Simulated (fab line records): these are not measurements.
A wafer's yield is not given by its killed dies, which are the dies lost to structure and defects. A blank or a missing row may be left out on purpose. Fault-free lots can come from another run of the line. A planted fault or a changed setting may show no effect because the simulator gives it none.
Matching of chambers	flow n5-finfet	N5_BEOL_M2_ETCHBACK_99 on rie-diel-01: 4 sister chambers
The step etches SiO2 in CHF3, target depth 5 nm, time 10.4 s. 14 wafers are shown with their chamber, then 7 later ones without.

WAFERS PAIRED WITH THEIR CHAMBERS
wafer	chamber	showerhead-plenum-p-Torr (Torr)	drypump-motor-current-A (A)	throttle-valve-pct (%)
L074.3	0	2.15	5.5	17.19
L074.4	3	2.09	5.7	16.63
L074.6	3	2.09	5.6	16.63
L075.1	0	2.15	5.5	17.17
L075.3	1	2.25	5.1	17.02
L075.6	3	2.09	5.6	16.63
L080.2	3	2.09	5.7	16.66
L080.3	2	2.06	5.2	17.06
L080.5	2	2.05	5.2	17.07
L083.2	2	2.05	5.2	17.06
L083.3	3	2.09	5.6	16.67
L083.4	0	2.15	5.5	17.21
L084.2	0	2.15	5.5	17.21
L084.4	1	2.24	5.1	17.06

SIGNATURES, as means of the wafers listed above
reading	chamber 0	chamber 1	chamber 2	chamber 3	scatter within a chamber
showerhead-plenum-p-Torr	2.1500	2.2450	2.0533	2.0900	0.00342
drypump-motor-current-A	5.500	5.100	5.200	5.640	0.0346
throttle-valve-pct	17.1950	17.0400	17.0633	16.6440	0.0187
Rule: a wafer's distance from a chamber is the root of the sum, over the readings, of the square of ((its reading less the chamber's mean) divided by the reading's scatter). The wafer belongs to the nearest chamber; if the next one is less than 2 further off, it can't be placed. The scatter: the root of (the sum of the squares of (reading less its chamber's mean) over the shown wafers, divided by (wafers less chambers)).

WAFERS WITHOUT THEIR CHAMBER
wafer	showerhead-plenum-p-Torr (Torr)	drypump-motor-current-A (A)	throttle-valve-pct (%)
L084.5	2.15	5.5	17.22
L085.1	2.09	5.6	16.69
L085.2	2.24	5.0	17.08
L085.3	2.05	5.2	17.08
L089.2	2.15	5.5	17.23
L089.4	2.15	5.5	17.23
L089.6	2.24	5.1	17.07

EACH ONE'S CHAMBER
wafer	from the rows above	in truth
L084.5	0	0
L085.1	3	3
L085.2	1	1
L085.3	2	2
L089.2	0	0
L089.4	0	0
L089.6	1	1
Correct placement for 7 of the 7. From these rows, 0 cannot be placed. Wrongly placed: 0.
